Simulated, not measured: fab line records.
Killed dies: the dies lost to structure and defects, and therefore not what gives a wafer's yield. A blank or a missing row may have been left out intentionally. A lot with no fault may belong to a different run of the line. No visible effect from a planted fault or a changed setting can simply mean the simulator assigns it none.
fab line records + flow nand_harc
record:
- lots: 6
- wafers: 16
- last_day: 31
route steps=1302 shown A_SGD_CUT@893
lots that met no fault: taken from a fault-free run of the same line
start_h: start of the lot's first displayed wafer, in hours after the record's first day + wait_h: time in hours since the lot's previous step + " same as the row above + L1.1+2: a row that stands for several wafers + - either no value or no given start + * or withheld: withheld + < > ~ a bound
route shown NAME@n: NAME is a module with steps in the file, n the number in the route of the first one + usual: the fault-free wafers' mean and standard deviation + same: alike in all rows + chamber/n: place in a boat + sites: readings site by site + _std_site: their standard deviation + _edge_site: mean of outer sites minus mean of inner sites + radius_mm: how far each site lies from the wafer's centre + mask NAME#n: copy n + behind: the last tool/chamber to shape the wafer + hold: reason for holding the lot/hours on hold/outcome of the hold + device: which transistor (n, p or np) failed to switch + end of line: tests of these same wafers at the route's end + for a step that has no rows: nothing shown but its recipe + killed: at the first sort, the dies lost to defects and structure; wafer yield is something else + map: per-die view of a wafer (x killed, . not killed, _ where there is no die)
set.NAME: the setting that was run; set.NAME@STEP: the one run at that earlier step + model.NAME: the simulator's own value behind a step, which no gauge read
a table for each step, a row for each wafer; lots at some steps of the route
services: when a tool's chamber went out of use (start_h, in hours from the record's first day, below 0 if earlier), for how many hours, and the reason
== steps ==
step: NHARC_A_SGD_CUT_COAT_56
recipe:
- temp_c: 260
- time_s: 75
step: NHARC_A_SGD_CUT_COAT_57
recipe:
- temp_c: 225
- time_s: 65
step: NHARC_A_SGD_CUT_COAT_03
recipe:
- spin_rpm: 1500
- resist_thk_nm: 90
step: NHARC_A_SGD_CUT_SOFTBAKE_04
recipe:
- temp_c: 105
- time_s: 55
step: NHARC_A_SGD_CUT_EBR_05
step: NHARC_A_SGD_CUT_EXPOSE_06
recipe:
- na: 1.35
- dose_mj: 85.59
- mask_id: SGD
step: NHARC_A_SGD_CUT_PEB_07
recipe:
- peb_temp_c: 100
- peb_time_s: 65
step: NHARC_A_SGD_CUT_DEVELOP_08
recipe:
- develop_time_s: 35
- dev_temp_c: 23
step: NHARC_A_SGD_CUT_CD_MEAS_09
recipe:
- target_cd_nm: 100
- landing_energy_ev: 500
usual:
- cd_nm: 100.1/0.51
| lot.wafer | tool      | chamber | start_h | wait_h | cd_nm |
|-----------|-----------|---------|---------|--------|-------|
| L753.3    | cd_sem-01 | 0       | 464.01  | -      | 99.6  |
| L753.5    | "         | 0       | "       | "      | 99.5  |
| L753.6    | "         | 0       | "       | "      | 99.8  |
| L754.1    | cd_sem-02 | 0       | 472.80  | -      | 100.3 |
| L754.4    | "         | 0       | "       | "      | 100.3 |
| L754.6    | "         | 0       | "       | "      | 100.3 |
| L760.2    | cd_sem-01 | 0       | 552.55  | -      | 101.4 |
| L760.6    | "         | 0       | "       | "      | 101.2 |
| L759.2    | cd_sem-02 | 0       | 554.79  | -      | 100.7 |
| L759.3    | "         | 0       | "       | "      | 100.5 |
| L763.1    | cd_sem-01 | 0       | 585.60  | -      | 100.3 |
| L763.3    | "         | 0       | "       | "      | 100.5 |
| L763.6    | "         | 0       | "       | "      | 100.4 |
| L765.4    | cd_sem-01 | 0       | 609.99  | -      | 100.0 |
| L765.5    | "         | 0       | "       | "      | 100.1 |
| L765.6    | "         | 0       | "       | "      | 100.2 |
step: NHARC_A_SGD_CUT_OVL_MEAS_10
usual:
- overlay_x_nm: -0.1/0.87
- overlay_y_nm: -0.1/0.83
| lot.wafer | tool       | chamber | start_h | wait_h | overlay_x_nm | overlay_y_nm |
|-----------|------------|---------|---------|--------|--------------|--------------|
| L753.3    | overlay-02 | -       | 464.10  | -      | -0.5         | 0.1          |
| L753.5    | "          | -       | "       | "      | -0.6         | -0.4         |
| L753.6    | "          | -       | "       | "      | -0.7         | 0.7          |
| L754.1    | overlay-02 | -       | 472.89  | -      | -0.5         | -0.5         |
| L754.4    | "          | -       | "       | "      | -0.3         | -0.2         |
| L754.6    | "          | -       | "       | "      | -0.4         | 0.0          |
| L760.2    | overlay-02 | -       | 552.64  | -      | -0.3         | -0.6         |
| L760.6    | "          | -       | "       | "      | -0.2         | -0.6         |
| L759.2    | overlay-02 | -       | 554.88  | -      | 0.2          | 1.0          |
| L759.3    | "          | -       | "       | "      | 0.1          | 0.9          |
| L763.1    | overlay-02 | -       | 585.68  | -      | 0.0          | -0.9         |
| L763.3    | "          | -       | "       | "      | -0.7         | -1.1         |
| L763.6    | "          | -       | "       | "      | -0.1         | -1.2         |
| L765.4    | overlay-02 | -       | 610.07  | -      | -0.1         | -0.8         |
| L765.5    | "          | -       | "       | "      | 0.6          | -0.8         |
| L765.6    | "          | -       | "       | "      | 0.5          | 0.1          |
step: NHARC_A_SGD_CUT_INSPECT_11
usual:
- raw_defect_count: 59/24
| lot.wafer | tool              | chamber | start_h | wait_h | raw_defect_count |
|-----------|-------------------|---------|---------|--------|------------------|
| L753.3    | defect_inspect-02 | -       | 464.13  | 0.0    | 59               |
| L753.5    | "                 | -       | "       | "      | 65               |
| L753.6    | "                 | -       | "       | "      | 68               |
| L754.1    | defect_inspect-01 | -       | 472.92  | 0.0    | 69               |
| L754.4    | "                 | -       | "       | "      | 81               |
| L754.6    | "                 | -       | "       | "      | 76               |
| L760.2    | defect_inspect-02 | -       | 552.67  | 0.0    | 66               |
| L760.6    | "                 | -       | "       | "      | 62               |
| L759.2    | defect_inspect-02 | -       | 554.91  | 0.0    | 32               |
| L759.3    | "                 | -       | "       | "      | 36               |
| L763.1    | defect_inspect-01 | -       | 585.72  | 0.0    | 67               |
| L763.3    | "                 | -       | "       | "      | 67               |
| L763.6    | "                 | -       | "       | "      | 54               |
| L765.4    | defect_inspect-01 | -       | 610.11  | 0.0    | 53               |
| L765.5    | "                 | -       | "       | "      | 56               |
| L765.6    | "                 | -       | "       | "      | 51               |
step: NHARC_A_SGD_CUT_DESCUM_14
recipe:
- time_s: 3
- o2_flow_sccm: 200
- ar_flow_sccm: 0
- bias_power_w: 0
- chemistry: O2
usual:
- drypump_motor_current_A: 5.64/0.24
- o2_flow_sccm: 200.0/0.59
- oes_product_au: 0.998/0.0074
- rf_vpp_V: 57.8/0.82
- showerhead_plenum_p_Torr: 1.92/0.066
- throttle_valve_pct: 11.312/0.0086
| lot.wafer | tool        | chamber | start_h | wait_h | drypump_motor_current_A | o2_flow_sccm | oes_product_au | rf_hours_counter_h | rf_vpp_V | showerhead_plenum_p_Torr | throttle_valve_pct |
|-----------|-------------|---------|---------|--------|-------------------------|--------------|----------------|--------------------|----------|--------------------------|--------------------|
| L753.3    | rie_diel-10 | 3       | 464.22  | 0.1    | 5.57                    | 199.6        | 1.007          | 1                  | 56.8     | 1.96                     | 11.305             |
| L753.5    | "           | 3       | "       | "      | 5.57                    | 200.0        | 1.010          | -                  | 58.9     | 1.96                     | 11.317             |
| L753.6    | "           | 0       | "       | "      | 5.56                    | 200.1        | 0.998          | -                  | 58.6     | 1.87                     | 11.320             |
| L754.1    | rie_diel-05 | 1       | 472.99  | 0.1    | 5.37                    | 200.6        | 1.002          | 4                  | 56.8     | 1.91                     | 11.326             |
| L754.4    | "           | 0       | "       | "      | 5.63                    | 199.9        | 0.993          | 3                  | 59.0     | 1.99                     | 11.313             |
| L754.6    | "           | 1       | "       | "      | 5.33                    | 199.6        | 0.992          | -                  | 57.9     | 1.91                     | 11.307             |
| L760.2    | rie_diel-05 | 1       | 552.74  | 0.1    | 5.41                    | 199.4        | 1.005          | 10                 | 58.9     | 1.91                     | 11.324             |
| L760.6    | "           | 3       | "       | "      | 5.40                    | 199.9        | 1.000          | -                  | 57.4     | 1.93                     | 11.316             |
| L759.3    | rie_diel-05 | 3       | 554.97  | 0.1    | 5.40                    | 200.0        | 0.994          | 10                 | 58.2     | 1.93                     | 11.321             |
| L759.2    | "           | 0       | "       | "      | 5.65                    | 199.6        | 0.999          | 10                 | 57.8     | 1.99                     | 11.303             |
| L763.1    | rie_diel-10 | 0       | 585.78  | 0.1    | 5.57                    | 199.7        | 0.987          | 7                  | 58.2     | 1.87                     | 11.318             |
| L763.3    | "           | 2       | "       | "      | 6.28                    | 200.5        | 0.995          | 7                  | 56.6     | 1.79                     | 11.313             |
| L763.6    | "           | 1       | "       | "      | 5.84                    | 200.0        | 0.999          | -                  | 58.5     | 1.86                     | 11.311             |
| L765.4    | rie_diel-10 | 1       | 610.17  | 0.1    | 5.84                    | 200.5        | 1.013          | 0                  | 56.9     | 1.86                     | 11.301             |
| L765.5    | "           | 1       | "       | "      | 5.84                    | 200.2        | 1.003          | -                  | 56.6     | 1.86                     | 11.302             |
| L765.6    | "           | 2       | "       | "      | 6.26                    | 198.5        | 0.998          | -                  | 57.6     | 1.79                     | 11.312             |
step: NHARC_A_SGD_CUT_ETCH_58
recipe:
- target_depth_a: 390
- over_etch_frac: 0.3
- time_s: 65
- ion_energy_ev: 80
- cf4_flow_sccm: 150
- ar_flow_sccm: 0
- rf_w: 300
- bias_w: 100
- chemistry: CF4
usual:
- drypump_motor_current_A: 5.65/0.25
- oes_product_au: 0.996/0.0074
- rf_vpp_V: 151.3/1.1
- run_length_s: 86.4/0.44
- showerhead_plenum_p_Torr: 1.78/0.059
- throttle_valve_pct: 13.284/0.0099
| lot.wafer | tool        | chamber | start_h | wait_h | drypump_motor_current_A | oes_product_au | rf_hours_counter_h | rf_vpp_V | run_length_s | showerhead_plenum_p_Torr | throttle_valve_pct |
|-----------|-------------|---------|---------|--------|-------------------------|----------------|--------------------|----------|--------------|--------------------------|--------------------|
| L753.3    | rie_diel-10 | 2       | 464.32  | 0.1    | 6.30                    | 0.993          | 2                  | 150.1    | 87.2         | 1.67                     | 13.292             |
| L753.5    | "           | 0       | "       | "      | 5.55                    | 0.989          | -                  | 150.7    | 85.9         | 1.73                     | 13.282             |
| L753.6    | "           | 1       | "       | "      | 5.85                    | 0.995          | -                  | 149.3    | 86.0         | 1.72                     | 13.287             |
| L754.4    | rie_diel-05 | 3       | 473.08  | 0.1    | 5.40                    | 0.981          | 3                  | 152.4    | 86.1         | 1.79                     | 13.308             |
| L754.1    | "           | 0       | "       | "      | 5.66                    | 0.984          | 3                  | 152.9    | 86.4         | 1.83                     | 13.276             |
| L754.6    | "           | 1       | "       | "      | 5.40                    | 0.985          | -                  | 150.6    | 86.0         | 1.77                     | 13.278             |
| L760.2    | rie_diel-05 | 0       | 552.85  | 0.1    | 5.64                    | 0.991          | 10                 | 151.6    | 67.3         | 1.83                     | 13.282             |
| L760.6    | "           | 1       | "       | "      | 5.44                    | 1.000          | -                  | 153.0    | 86.0         | 1.77                     | 13.274             |
| L759.3    | rie_diel-05 | 0       | 555.08  | 0.1    | 5.65                    | 0.995          | 10                 | 152.2    | 67.2         | 1.83                     | 13.278             |
| L759.2    | "           | 1       | "       | "      | 5.44                    | 1.005          | 11                 | 151.4    | 86.0         | 1.77                     | 13.284             |
| L763.3    | rie_diel-10 | 2       | 585.87  | 0.1    | 6.30                    | 0.986          | 7                  | 149.4    | 87.8         | 1.66                     | 13.298             |
| L763.1    | "           | 0       | "       | "      | 5.56                    | 0.997          | 7                  | 151.2    | 86.0         | 1.73                     | 13.283             |
| L763.6    | "           | 2       | "       | "      | 6.32                    | 0.992          | -                  | 150.3    | 87.0         | 1.66                     | 13.265             |
| L765.4    | rie_diel-10 | 0       | 610.27  | 0.1    | 5.56                    | 0.994          | 0                  | 150.1    | 85.8         | 1.73                     | 13.293             |
| L765.6    | "           | 1       | "       | "      | 5.84                    | 0.999          | -                  | 151.0    | 85.7         | 1.72                     | 13.285             |
| L765.5    | "           | 2       | "       | "      | 6.28                    | 0.997          | -                  | 149.7    | 87.1         | 1.66                     | 13.282             |
step: NHARC_A_SGD_CUT_ETCH_59
recipe:
- target_depth_a: 2600
- over_etch_frac: 0.25
- time_s: 406.25
- ion_energy_ev: 200
- n2_flow_sccm: 150
- h2_flow_sccm: 150
- ar_flow_sccm: 0
- rf_w: 400
- bias_w: 150
- chemistry: N2/H2
usual:
- drypump_motor_current_A: 5.66/0.26
- oes_product_au: 0.998/0.0067
- rf_vpp_V: 430.8/2.2
- run_length_s: 427.7/0.49
- showerhead_plenum_p_Torr: 2.05/0.075
- throttle_valve_pct: 14.173/0.0092
| lot.wafer | tool        | chamber | start_h | wait_h | drypump_motor_current_A | oes_product_au | rf_hours_counter_h | rf_vpp_V | run_length_s | showerhead_plenum_p_Torr | throttle_valve_pct |
|-----------|-------------|---------|---------|--------|-------------------------|----------------|--------------------|----------|--------------|--------------------------|--------------------|
| L753.3    | rie_diel-10 | 2       | -       | -      | 6.30                    | 0.990          | 2                  | 425.8    | 428.8        | 1.91                     | 14.174             |
| L753.6    | "           | 2       | "       | "      | 6.33                    | 0.988          | -                  | 427.3    | 428.2        | 1.91                     | 14.175             |
| L753.5    | "           | 3       | "       | "      | 5.57                    | 0.992          | -                  | 433.8    | 428.5        | 2.09                     | 14.166             |
| L754.1    | rie_diel-05 | 1       | -       | -      | 5.41                    | 0.992          | 4                  | 432.1    | 427.4        | 2.04                     | 14.162             |
| L754.4    | "           | 3       | "       | "      | 5.42                    | 0.993          | 3                  | 430.3    | 427.3        | 2.07                     | 14.186             |
| L754.6    | "           | 1       | "       | "      | 5.46                    | 0.989          | -                  | 431.3    | 427.0        | 2.04                     | 14.169             |
| L760.2    | rie_diel-05 | 3       | -       | -      | 5.37                    | 0.989          | 9                  | 432.0    | 427.3        | 2.06                     | 14.173             |
| L760.6    | "           | 0       | "       | "      | 5.64                    | 0.996          | -                  | 432.5    | 428.0        | 2.12                     | 14.181             |
| L759.3    | rie_diel-05 | 3       | -       | -      | 5.40                    | 0.997          | 10                 | 432.5    | 427.6        | 2.06                     | 14.163             |
| L759.2    | "           | 0       | "       | "      | 5.65                    | 1.002          | 10                 | 432.1    | 427.7        | 2.12                     | 14.177             |
| L763.3    | rie_diel-10 | 1       | -       | -      | 5.83                    | 0.994          | 8                  | 427.2    | 427.0        | 1.98                     | 14.163             |
| L763.1    | "           | 2       | "       | "      | 6.31                    | 0.994          | 7                  | 426.9    | 428.9        | 1.91                     | 14.177             |
| L763.6    | "           | 0       | "       | "      | 5.58                    | 1.007          | -                  | 427.4    | 428.0        | 1.99                     | 14.164             |
| L765.4    | rie_diel-10 | 2       | -       | -      | 6.31                    | 1.000          | 0                  | 426.7    | 428.5        | 1.91                     | 14.170             |
| L765.5    | "           | 1       | "       | "      | 5.83                    | 1.006          | -                  | 427.5    | 426.8        | 1.98                     | 14.181             |
| L765.6    | "           | 2       | "       | "      | 6.29                    | 0.997          | -                  | 426.1    | 428.2        | 1.91                     | 14.181             |
== services ==
| tool        | chamber | start_h | hours | kind   |
|-------------|---------|---------|-------|--------|
| rie_diel-10 | 0       | 453.00  | -     | clean  |
| rie_diel-10 | 1       | 453.00  | -     | clean  |
| rie_diel-10 | 2       | 453.00  | -     | clean  |
| rie_diel-10 | 3       | 453.00  | -     | clean  |
| rie_diel-10 | 0       | 477.77  | -     | clean  |
| rie_diel-10 | 1       | 477.77  | -     | clean  |
| rie_diel-10 | 2       | 477.77  | -     | clean  |
| rie_diel-10 | 3       | 477.77  | -     | clean  |
| rie_diel-10 | 0       | 502.27  | -     | clean  |
| rie_diel-10 | 1       | 502.27  | -     | clean  |
| rie_diel-10 | 2       | 502.27  | -     | clean  |
| rie_diel-10 | 3       | 502.27  | -     | clean  |
| rie_diel-10 | 3       | 521.30  | 9.5   | repair |
| rie_diel-10 | 0       | 526.77  | -     | clean  |
| rie_diel-10 | 1       | 526.77  | -     | clean  |
| rie_diel-10 | 2       | 526.77  | -     | clean  |
| rie_diel-10 | 2       | 534.59  | 5.0   | repair |
| rie_diel-05 | 2       | 540.92  | 19.4  | repair |
| rie_diel-10 | 0       | 551.35  | -     | clean  |
| rie_diel-05 | 0       | 571.34  | 4.4   | repair |
| rie_diel-10 | 3       | 574.85  | 7.8   | repair |
| rie_diel-05 | 2       | 576.37  | 7.3   | repair |
| rie_diel-05 | -       | 583.60  | 9.0   | pm     |
| rie_diel-10 | -       | 596.50  | 9.0   | pm     |
== key ==
first_sign:
- step: NHARC_A_SGD_CUT_ETCH_58
- reading: run_length_s
- direction: down
- sigmas: 43
- usual: *
- struck: *
effect none on later readings
met_at NHARC_A_SGD_CUT_ETCH_58
struck_wafers L759.3,L760.2
later_rows_left_out L759.3,L760.2
sort_left_out L759.3,L760.2
tester_left_out L759,L760
onset_between 473.08 552.85
fault:
- kind: process_parameter_drift
- tool: rie_diel-05
- chamber: 0
- onset_h: 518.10
- steps: NHARC_A_SGD_CUT_ETCH_58
- channel: time_s
- offset: *
- shape: step
- acts_in: *
- stated: *
tester_left_out: of these lots the tester's yield and bins aren't shown, on N5 and GAA mostly nor the transistor test; their killed dies are dies lost to structure and defects alone, not to doping, threshold or leakage, so they don't give the yield
sort_left_out: the simulated sort isn't trusted on such a fault, so these wafers' sort isn't shown, and their yield isn't known
later_rows_left_out: the simulator's readings of these wafers behind a module that went badly wrong aren't trusted and aren't shown, but for the sort
